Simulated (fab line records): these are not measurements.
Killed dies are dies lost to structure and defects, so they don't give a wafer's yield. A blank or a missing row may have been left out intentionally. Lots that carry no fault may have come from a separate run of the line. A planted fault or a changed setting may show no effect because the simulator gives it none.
fab line records ; flow n5-finfet
[record] lots = 11; wafers = 29; last-day = 24
route steps=1938 shown MOL_CONTACT_COAG@544 BEOL_M4@1111 PASSIVATION@1936
lots that met no fault: from a run of the same line without faults
start-h: hours from the record's opening day to when the first of the lot's shown wafers began ; wait-h: hours elapsed since this lot's preceding step ; " same as the row above ; L1.1+2: a single row standing in for several wafers ; - either no value or no given start ; * or withheld: withheld ; < > ~ a bound
route shown NAME@n: a module of which the file shows steps, and the number in the route of the first ; usual: average and standard deviation across the fault-free wafers ; same: alike in all rows ; chamber/n: place in a boat ; sites: readings site by site ; _std_site: the values' standard deviation ; _edge_site: outer sites' mean less inner sites' ; radius-mm: for every site, how far away it sits from the centre of the wafer ; mask NAME#n: copy n ; behind: the last tool/chamber to shape the wafer ; hold: why the lot went on hold/how many hours it stayed there/how the hold came to an end ; device: names the non-switching transistor (n, p or np) ; end of line: the same wafers' tests at the end of the route ; for a step that has no rows: nothing shown but its recipe ; killed: dies lost to structure and defects at the first sort, not the wafer's yield ; map: dies across one wafer; x = killed, . = not, _ = none there
set.NAME: the setting that was run; set.NAME@STEP: the one run at that earlier step ; model.NAME: the simulator's own value behind a step, which no gauge read
route steps across a sampled set of lots; one table per step, one row per wafer
services: a tool's chamber out of use, with start hour (start-h, from the record's first day; less than 0 if before it), hours out, and reason
[[steps]]
[step N5_MOL_CONTACT_COAG_ALD_20]
[recipe] material = TiN; target-thk-a = 15; temp-c = 400; ald-precursor-family = TiCl4; ald-co-reactant = NH3; pulse-time-s = 1; purge-time-s = 3; co-reactant-purge-time-s = 2; co-reactant-pulse-time-s = 2; ald-cycles = 68; pressure-torr = 3
[usual] ald-cycles = 68/0; heater-power-w = 864/37; precursor-pulse-height-rel = 1.002/0.02
[same] co-reactant-purge-time-s = 2
lot.wafer;tool;chamber;start-h;wait-h;ald-cycles;heater-power-w;precursor-pulse-height-rel
L491.2;ald-metal-03;2;93.96;0.1;68;836;1.022
L491.4;ald-metal-03;1;93.96;0.1;68;886;1.022
L491.5;ald-metal-03;1;93.96;0.1;68;886;0.978
L492.1;ald-metal-03;0;96.03;0.1;68;887;1.009
L492.4;ald-metal-03;1;96.03;0.1;68;927;0.996
L492.6;ald-metal-03;3;96.03;0.1;68;852;1.028
L497.1;ald-metal-01;1;124.19;0.1;68;871;0.989
L497.5;ald-metal-01;0;124.19;0.1;68;846;0.999
L497.6;ald-metal-01;3;124.19;0.1;68;946;1.004
L498.2;ald-metal-03;0;131.28;0.1;68;894;0.992
L498.3;ald-metal-03;3;131.28;0.1;68;829;1.064
L498.5;ald-metal-03;2;131.28;0.1;68;813;1.007
L499.1;ald-metal-03;3;137.92;0.1;68;827;1.006
L499.5;ald-metal-03;3;137.92;0.1;68;853;1.001
L499.6;ald-metal-03;2;137.92;0.1;68;811;1.009
L507.2;ald-metal-02;2;186.29;0.1;68;847;1.018
L507.3;ald-metal-02;0;186.29;0.1;68;835;1.023
L508.2;ald-metal-03;1;195.85;0.1;68;899;0.991
L508.4;ald-metal-03;0;195.85;0.1;68;891;1.004
L510.2;ald-metal-03;3;206.40;0.1;68;852;0.984
L510.3;ald-metal-03;1;206.40;0.1;68;888;0.966
L510.4;ald-metal-03;2;206.40;0.1;68;803;0.997
L511.4;ald-metal-03;3;218.06;0.1;68;842;1.006
L511.6;ald-metal-03;3;218.06;0.1;68;828;0.991
L513.1;ald-metal-03;1;227.71;0.1;68;880;0.983
L513.2;ald-metal-03;0;227.71;0.1;68;905;0.985
L513.6;ald-metal-03;1;227.71;0.1;68;888;0.983
L514.1;ald-metal-03;2;236.41;0.1;68;826;0.963
L514.6;ald-metal-03;0;236.41;0.1;68;911;1.049
[step N5_MOL_CONTACT_COAG_SPUTTER_143]
[recipe] material = Co; target-thk-a = 25; temp-c = 25; chamber-pressure-pa = 0.2
[usual] throttle-valve-pct = 30.0/1.1
lot.wafer;tool;chamber;start-h;wait-h;throttle-valve-pct
L491.2;pvd-sputter-03;-;94.77;0.0;31.1
L491.4;pvd-sputter-03;-;94.77;0.0;29.8
L491.5;pvd-sputter-03;-;94.77;0.0;30.0
L492.1;pvd-sputter-02;-;97.09;0.0;29.6
L492.4;pvd-sputter-02;-;97.09;0.0;30.4
L492.6;pvd-sputter-02;-;97.09;0.0;31.1
L497.1;pvd-sputter-03;-;128.07;0.0;31.1
L497.5;pvd-sputter-03;-;128.07;0.0;29.9
L497.6;pvd-sputter-03;-;128.07;0.0;30.0
L498.2;pvd-sputter-02;-;132.70;0.0;30.3
L498.3;pvd-sputter-02;-;132.70;0.0;30.1
L498.5;pvd-sputter-02;-;132.70;0.0;30.3
L499.1;pvd-sputter-03;-;139.47;0.0;31.5
L499.5;pvd-sputter-03;-;139.47;0.0;29.9
L499.6;pvd-sputter-03;-;139.47;0.0;29.8
L507.2;pvd-sputter-01;-;187.82;0.0;28.9
L507.3;pvd-sputter-01;-;187.82;0.0;28.7
L508.2;pvd-sputter-01;-;197.55;0.0;27.1
L508.4;pvd-sputter-01;-;197.55;0.0;28.9
L510.2;pvd-sputter-02;-;207.43;0.0;30.1
L510.3;pvd-sputter-02;-;207.43;0.0;31.4
L510.4;pvd-sputter-02;-;207.43;0.0;31.7
L511.4;pvd-sputter-03;-;219.45;0.0;30.8
L511.6;pvd-sputter-03;-;219.45;0.0;29.7
L513.1;pvd-sputter-02;-;228.92;0.0;30.6
L513.2;pvd-sputter-02;-;228.92;0.0;30.0
L513.6;pvd-sputter-02;-;228.92;0.0;31.3
L514.1;pvd-sputter-02;-;237.58;0.0;31.2
L514.6;pvd-sputter-02;-;237.58;0.0;31.3
[step N5_MOL_CONTACT_COAG_ALD_27]
[recipe] material = SiOC; target-thk-a = 170; temp-c = 400; ald-precursor-family = carbosiloxane; ald-co-reactant = H2-plasma; pulse-time-s = 1.5; time-s = 2720; purge-time-s = 2; co-reactant-purge-time-s = 2; ald-cycles = 340; pressure-torr = 2
[usual] ald-cycles = 340/0; heater-power-w = 861/99; precursor-pulse-height-rel = 1.001/0.019; run-length-s = 2770.0/0.6; time-s = 2720/0
[same] co-reactant-purge-time-s = 2
lot.wafer;tool;chamber;start-h;wait-h;ald-cycles;heater-power-w;precursor-pulse-height-rel;run-length-s;time-s
L491.2;ald-sin-02;0;97.87;0.0;340;756;0.987;2770.6;2720
L491.4;ald-sin-02;2;97.87;0.0;340;838;0.985;2769.6;2720
L491.5;ald-sin-02;0;97.87;0.0;340;768;0.986;2770.7;2720
L492.1;ald-sin-02;1;102.20;0.0;340;916;0.992;2769.8;2720
L492.4;ald-sin-02;3;102.20;0.0;340;779;1.003;2769.7;2720
L492.6;ald-sin-02;2;102.20;0.0;340;835;1.023;2769.8;2720
L497.1;ald-sin-02;1;132.90;0.0;340;916;1.005;2770.5;2720
L497.5;ald-sin-02;1;132.90;0.0;340;900;1.043;2769.8;2720
L497.6;ald-sin-02;0;132.90;0.0;340;769;0.959;2770.6;2720
L498.2;ald-sin-01;3;139.74;0.0;340;789;0.994;2769.3;2720
L498.3;ald-sin-01;2;139.74;0.0;340;839;0.978;2769.8;2720
L498.5;ald-sin-01;1;139.74;0.0;340;912;0.992;2769.7;2720
L499.1;ald-sin-02;0;143.09;0.2;340;758;1.006;2771.0;2720
L499.5;ald-sin-02;0;143.09;0.2;340;779;0.999;2771.2;2720
L499.6;ald-sin-02;3;143.09;0.2;340;767;1.000;2769.9;2720
L507.2;ald-sin-01;1;192.39;0.3;284;916;1.021;2322.7;2272
L507.3;ald-sin-01;0;192.39;0.3;340;1100;1.005;2769.5;2720
L508.2;ald-sin-01;2;201.65;0.0;284;852;0.987;2321.6;2272
L508.4;ald-sin-01;0;201.65;0.0;340;1122;0.983;2769.7;2720
L510.2;ald-sin-01;2;211.05;0.0;284;837;0.987;2322.2;2272
L510.3;ald-sin-01;1;211.05;0.0;340;896;1.011;2770.5;2720
L510.4;ald-sin-01;3;211.05;0.0;340;775;1.025;2769.4;2720
L511.4;ald-sin-04;2;224.63;0.0;340;852;1.001;2769.6;2720
L511.6;ald-sin-04;3;224.63;0.0;340;855;1.007;2770.0;2720
L513.1;ald-sin-04;2;232.14;0.0;340;880;0.995;2769.5;2720
L513.2;ald-sin-04;3;232.14;0.0;340;845;1.011;2770.2;2720
L513.6;ald-sin-04;1;232.14;0.0;340;768;0.995;2769.0;2720
L514.1;ald-sin-02;0;241.66;0.0;340;779;0.977;2770.7;2720
L514.6;ald-sin-02;2;241.66;0.0;340;853;0.995;2770.8;2720
[step N5_MOL_CONTACT_COAG_THK_MEAS_29]
[recipe] reads = SiNx_of_GATE_CUT_PECVD_57+SiNx_of_GATE_CUT_SAC_CAP_01
[usual] MD_CAP_THK = 17.89/0.081
lot.wafer;tool;chamber;start-h;wait-h;MD_CAP_THK[nm]
L491.2;film-metro-02;-;99.74;-;17.87
L491.4;film-metro-02;-;99.74;-;17.87
L491.5;film-metro-02;-;99.74;-;17.98
L492.1;film-metro-02;-;104.07;-;17.89
L492.4;film-metro-02;-;104.07;-;17.86
L492.6;film-metro-02;-;104.07;-;17.94
L497.1;film-metro-01;-;134.76;-;18.01
L497.5;film-metro-01;-;134.76;-;18.03
L497.6;film-metro-01;-;134.76;-;17.95
L498.2;film-metro-02;-;141.60;-;17.94
L498.3;film-metro-02;-;141.60;-;17.88
L498.5;film-metro-02;-;141.60;-;17.83
L499.1;film-metro-01;-;144.95;-;18.01
L499.5;film-metro-01;-;144.95;-;18.06
L499.6;film-metro-01;-;144.95;-;18.03
L507.2;film-metro-02;-;194.26;-;17.76
L507.3;film-metro-02;-;194.26;-;17.92
L508.2;film-metro-01;-;203.52;-;17.81
L508.4;film-metro-01;-;203.52;-;17.85
L510.2;film-metro-01;-;212.92;-;17.83
L510.3;film-metro-01;-;212.92;-;17.88
L510.4;film-metro-01;-;212.92;-;17.88
L511.4;film-metro-01;-;226.49;-;17.84
L511.6;film-metro-01;-;226.49;-;17.96
L513.1;film-metro-02;-;234.00;-;17.82
L513.2;film-metro-02;-;234.00;-;17.84
L513.6;film-metro-02;-;234.00;-;17.74
L514.1;film-metro-02;-;243.54;-;17.90
L514.6;film-metro-02;-;243.54;-;17.92
[step N5_BEOL_M4_RC_MEAS_101]
[usual] DIBL_N = 35.8/1.6; DIBL_P = 35.6/2; IOFF_N = 0.15/0.031; IOFF_P = 0.20/0.033; ION_N = 668/12; ION_P = 459/6.8; SS_N = 71.4/0.53; SS_P = 73.1/0.63; VT_N = 250/3.5; VT_P = -251/3
lot.wafer;tool;chamber;start-h;wait-h;DIBL_N[mV/V];DIBL_P[mV/V];IOFF_N[nA/um];IOFF_P[nA/um];ION_N[uA/um];ION_P[uA/um];SS_N[mV/dec];SS_P[mV/dec];VT_N[mV];VT_P[mV]
L492.1;prober-01;0;306.28;0.1;34.5;34.8;0.12;0.19;645;443;70.6;73.0;255;-254
L492.4;prober-01;0;306.28;0.1;35.5;36.2;0.15;0.21;676;459;71.5;72.9;250;-250
L492.6;prober-01;0;306.28;0.1;36.9;37.5;0.17;0.24;672;464;71.9;73.6;248;-250
L491.2;prober-02;0;347.77;0.2;35.8;36.3;0.16;0.22;674;464;71.8;72.8;251;-249
L491.4;prober-02;0;347.77;0.2;36.6;36.9;0.18;0.24;661;451;71.5;73.5;250;-248
L491.5;prober-02;0;347.77;0.2;35.5;36.1;0.15;0.22;671;464;71.5;73.1;251;-249
L497.1;prober-02;0;360.48;0.0;36.1;32.6;0.14;0.18;660;455;72.3;73.0;251;-251
L497.5;prober-02;0;360.48;0.0;38.3;34.5;0.16;0.21;658;450;72.0;73.9;249;-250
L497.6;prober-02;0;360.48;0.0;38.4;35.5;0.17;0.22;670;461;72.3;73.8;246;-249
L498.2;prober-01;0;387.70;0.2;34.6;34.7;0.12;0.17;643;449;70.8;71.9;258;-252
L498.3;prober-01;0;387.70;0.2;34.2;34.0;0.12;0.17;657;455;70.2;72.0;255;-253
L498.5;prober-01;0;387.70;0.2;33.9;34.0;0.12;0.17;644;451;70.4;72.1;256;-254
L499.1;prober-01;0;390.94;0.0;36.9;37.6;0.16;0.21;680;470;71.3;73.9;251;-251
L499.5;prober-01;0;390.94;0.0;35.9;36.5;0.14;0.19;666;454;71.4;73.9;252;-253
L499.6;prober-01;0;390.94;0.0;35.8;36.0;0.15;0.19;677;464;71.4;73.5;252;-252
L508.2;prober-01;0;399.52;0.2;37.4;38.2;0.19;0.24;678;453;71.8;73.9;245;-246
L508.4;prober-01;0;399.52;0.2;37.3;37.3;0.18;0.22;671;457;71.7;74.1;247;-250
L507.2;prober-01;0;404.51;0.2;37.5;37.2;0.17;0.22;679;461;71.5;73.1;246;-253
L507.3;prober-01;0;404.51;0.2;35.6;33.8;0.13;0.18;666;457;71.0;73.4;252;-255
L510.2;prober-01;0;434.56;0.2;35.2;35.3;0.14;0.20;668;455;71.3;72.8;252;-250
L510.3;prober-01;0;434.56;0.2;38.3;38.7;0.21;0.26;685;470;71.5;73.5;246;-245
L510.4;prober-01;0;434.56;0.2;33.9;33.4;0.12;0.17;672;462;70.7;72.6;252;-253
L511.4;prober-01;0;460.39;0.5;37.8;36.4;0.16;0.20;659;456;72.2;74.3;248;-253
L511.6;prober-01;0;460.39;0.5;35.0;33.0;0.11;0.16;663;457;71.0;72.4;254;-254
L513.1;prober-02;0;461.43;0.0;35.9;35.3;0.15;0.19;686;472;71.0;72.7;247;-250
L513.2;prober-02;0;461.43;0.0;35.6;34.6;0.13;0.19;659;458;71.7;72.8;251;-251
L513.6;prober-02;0;461.43;0.0;33.5;32.1;0.10;0.15;648;450;71.4;72.0;256;-255
L514.1;prober-01;0;468.03;0.0;38.3;39.7;0.23;0.28;708;480;71.9;73.8;243;-245
L514.6;prober-01;0;468.03;0.0;38.3;39.2;0.22;0.27;685;465;71.4;74.4;244;-244
[step N5_PASSIVATION_PROBE_49]
[usual] defect-limited-yield = 90.7/1.5; killed_at_M0_to_M3 = 38/11; killed_at_M4_up = 15/5.5; killed-at-contacts = 12/6; killed-at-front-end = 41/11; killed-at-other = 3.5/2.7; killed-dies = 110/18; killed-open = 72/13; killed-short = 35/8.7; sort_bin_5_function = 5.5/1.1; sort_bin_6_memory = 3.4/0.63; sort_bin_8_speed = 0.01/0.037; sort-n-pass = 1070/18; sort-yield-pct = 90.7/1.5
[same] gross-dies = 1180; killed-at-back-side = 0; sort_bin_4_leakage[%] = 0
lot.wafer;tool;chamber;start-h;wait-h;defect-limited-yield[%];killed_at_M0_to_M3;killed_at_M4_up;killed-at-contacts;killed-at-front-end;killed-at-other;killed-dies;killed-open;killed-short;sort_bin_5_function[%];sort_bin_6_memory[%];sort_bin_8_speed[%];sort-n-pass;sort-yield-pct[%]
L510.2;prober-01;-;554.79;0.1;90.2;50;15;8;41;2;116;74;33;4.8;3.9;0.08;1064;90.2
// killed by level:class
L510.2 BEOL_M3:geometric-particle:open=18 STI_FIN_REVEAL:geometric-particle:open=10 BEOL_M2:geometric-particle:open=9 HKMG_FIN:area-etch=8 BEOL_M4:geometric-particle:open=7 MOL_CONTACT_COAG:geometric-particle:open=7 BEOL_M3:geometric-particle:short=6 FIN_SAQP:geometric-particle:short=5
[[services]]
tool;chamber;start-h;hours;kind
ald-sin-01;1;73.33;2.6;repair
ald-metal-03;-;75.03;6.0;pm
ald-metal-02;-;79.52;0.6;repair
ald-sin-04;-;86.61;14.0;pm
ald-sin-04;0;86.61;17.3;vent-cycle
ald-sin-04;1;86.61;14.0;vent-cycle
ald-sin-04;2;86.61;14.0;vent-cycle
ald-sin-04;3;86.61;14.0;vent-cycle
ald-sin-04;1;100.61;-;clean
ald-sin-04;2;100.61;-;clean
ald-sin-04;3;100.61;-;clean
ald-metal-01;0;127.67;11.9;repair
ald-sin-04;-;130.19;2.8;pm
ald-metal-01;-;133.35;2.8;pm
ald-sin-01;-;176.75;14.0;pm
ald-sin-01;0;176.75;14.0;vent-cycle
ald-sin-01;1;176.75;14.0;vent-cycle
ald-sin-01;2;176.75;14.0;vent-cycle
ald-sin-01;3;176.75;18.4;vent-cycle
ald-sin-01;0;190.75;-;clean
ald-sin-01;1;190.75;-;clean
ald-sin-01;2;190.75;-;clean
ald-sin-02;1;237.76;26.8;repair
[[key]]
[first-sign] step = N5_MOL_CONTACT_COAG_ALD_27; reading = ald-cycles; direction = down; sigmas = 99+; usual = *; struck = *
[effect] step = N5_MOL_CONTACT_COAG_ALD_27; reading = time-s; direction = down; sigmas = 99+; usual = *; struck = *
met-at N5_MOL_CONTACT_COAG_ALD_27
struck-lots L507,L508,L510
struck-wafers L507.2,L508.2,L510.2
not-acting-at N5_MOL_CONTACT_COAG_ALD_20,N5_MOL_CONTACT_COAG_SPUTTER_143,N5_MOL_CONTACT_COAG_THK_MEAS_29
onset-between 139.74 192.39
[fault] kind = process-parameter-drift; tool = ald-sin-01; chamber = -; onset-h = 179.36; steps = N5_MOL_CONTACT_COAG_ALD_27; channel = ald-cycles; offset = *; shape = step; end-h = 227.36; scope = struck-wafers-only; acts-in = *; stated = *
